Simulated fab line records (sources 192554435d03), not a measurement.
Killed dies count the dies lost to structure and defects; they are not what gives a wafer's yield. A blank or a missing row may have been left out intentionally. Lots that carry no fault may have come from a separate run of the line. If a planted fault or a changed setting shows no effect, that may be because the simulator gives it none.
One fault through the eyes of 2 desks / flow n5Finfet / each desk holds nothing but its own numbers, with what lay behind them at the end

FROM THE METROLOGY DESK
Means of the sampled wafers that have a number, per lot and without regard to the tool the lot ran on: this is what the gauges read. The brackets show how far a lot's mean lies from the usual mean; more than 4 standard deviations puts the lot out of limits, marked OUT. 7 of its 11 readings are shown: the first one out of limits and those lying furthest out on some lot.
Columns: A = COMB_M2_max_site at N5_BEOL_M4_RC_MEAS_101, usual 8.2e-11 S/m; B = DIBL_N at N5_BEOL_M4_RC_MEAS_101, usual 35.7 mV/V; C = DIBL_P at N5_BEOL_M4_RC_MEAS_101, usual 35.7 mV/V; D = IOFF_N at N5_BEOL_M4_RC_MEAS_101, usual 0.155 nA/um; E = IOFF_P at N5_BEOL_M4_RC_MEAS_101, usual 0.20 nA/um; F = VT_N at N5_BEOL_M4_RC_MEAS_101, usual 250 mV; G = VT_P at N5_BEOL_M4_RC_MEAS_101, usual -251 mV
lot=L141; first seen here=day 8 17:17; A=8.1e-11; B=37.1; C=37.3; D=0.185; E=0.23; F=246; G=-248
lot=L142; first seen here=day 9 02:08; A=8.7e-11; B=34.6; C=34.8; D=0.156; E=0.21; F=248; G=-249
lot=L146; first seen here=day 10 00:43; A=9.5e-11; B=36.3; C=37.5; D=0.182; E=0.23; F=246; G=-248
lot=L147; first seen here=day 10 01:29; A=1.8e-10 (+5.7) OUT; B=32.9; C=32.3; D=0.104; E=0.14; F=256; G=-256
lot=L153; first seen here=day 11 15:58; A=8.1e-11; B=37.9; C=38.1; D=0.194; E=0.23; F=248; G=-251
lot=L155; first seen here=day 11 20:23; A=8.1e-11; B=37.2; C=37.3; D=0.162; E=0.22; F=251; G=-249
lot=L154; first seen here=day 12 03:38; A=7.5e-11; B=35.3; C=35.7; D=0.149; E=0.19; F=250; G=-251
lot=L159; first seen here=day 12 22:20; A=7.4e-11; B=36.0; C=35.1; D=0.139; E=0.21; F=251; G=-249
lot=L158; first seen here=day 13 05:15; A=8.0e-11; B=34.0; C=34.8; D=0.130; E=0.15; F=251; G=-257
lot=L160; first seen here=day 13 17:22; A=9.2e-11; B=35.0; C=35.5; D=0.144; E=0.19; F=251; G=-254
Finding of this desk: L147 out of limits, first seen on L147 at day 10 01:29 (COMB_M2_max_site at N5_BEOL_M4_RC_MEAS_101). L141, L142, L146, L153, L155, L154, L159, L158, L160 stayed within limits.

AT THE TOOL OWNER'S DESK: aldMetal-02
The tool's own readings at N5_BEOL_M2_ALD_84 (deposits TaN, pulse time 2 s, purge time 3 s, co reactant purge time 2 s): means of the sampled wafers that have a number, for each lot that ran on this tool. The brackets show how far a lot's mean lies from the usual mean; more than 4 standard deviations puts the lot out of limits, marked OUT.
Columns: A = heaterPowerW at N5_BEOL_M2_ALD_84, usual 429 W; B = precursorVesselPressureTorr at N5_BEOL_M2_ALD_84, usual 26.24 Torr
lot=L142; first seen here=day 7 20:25; A=460; B=26.25
lot=L146; first seen here=day 8 13:25; A=439; B=26.23
lot=L147; first seen here=day 8 17:23; A=396; B=26.21
lot=L153; first seen here=day 10 07:59; A=460; B=26.26
This desk's verdict: no lot among the 4 shows anything out of limits.

TAKEN TOGETHER
The metrology desk could have raised an alarm at day 10 01:29, on L147.
Nothing out of limits was seen by the tool owner's desk.
The tool owner's desk has L147 on record, within its limits.
N5_BEOL_M2_ALD_84 was run on aldMetal-02 by each of the lots named.

WHAT HAD BEEN PUT IN BY THE SIMULATOR
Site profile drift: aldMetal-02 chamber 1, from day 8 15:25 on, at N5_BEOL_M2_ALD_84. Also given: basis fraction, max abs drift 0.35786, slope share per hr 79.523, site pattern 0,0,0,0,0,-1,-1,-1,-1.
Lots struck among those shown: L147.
Time in hours between the start of the fault and the first out-of-limits reading at each desk: metrology desk, 34.
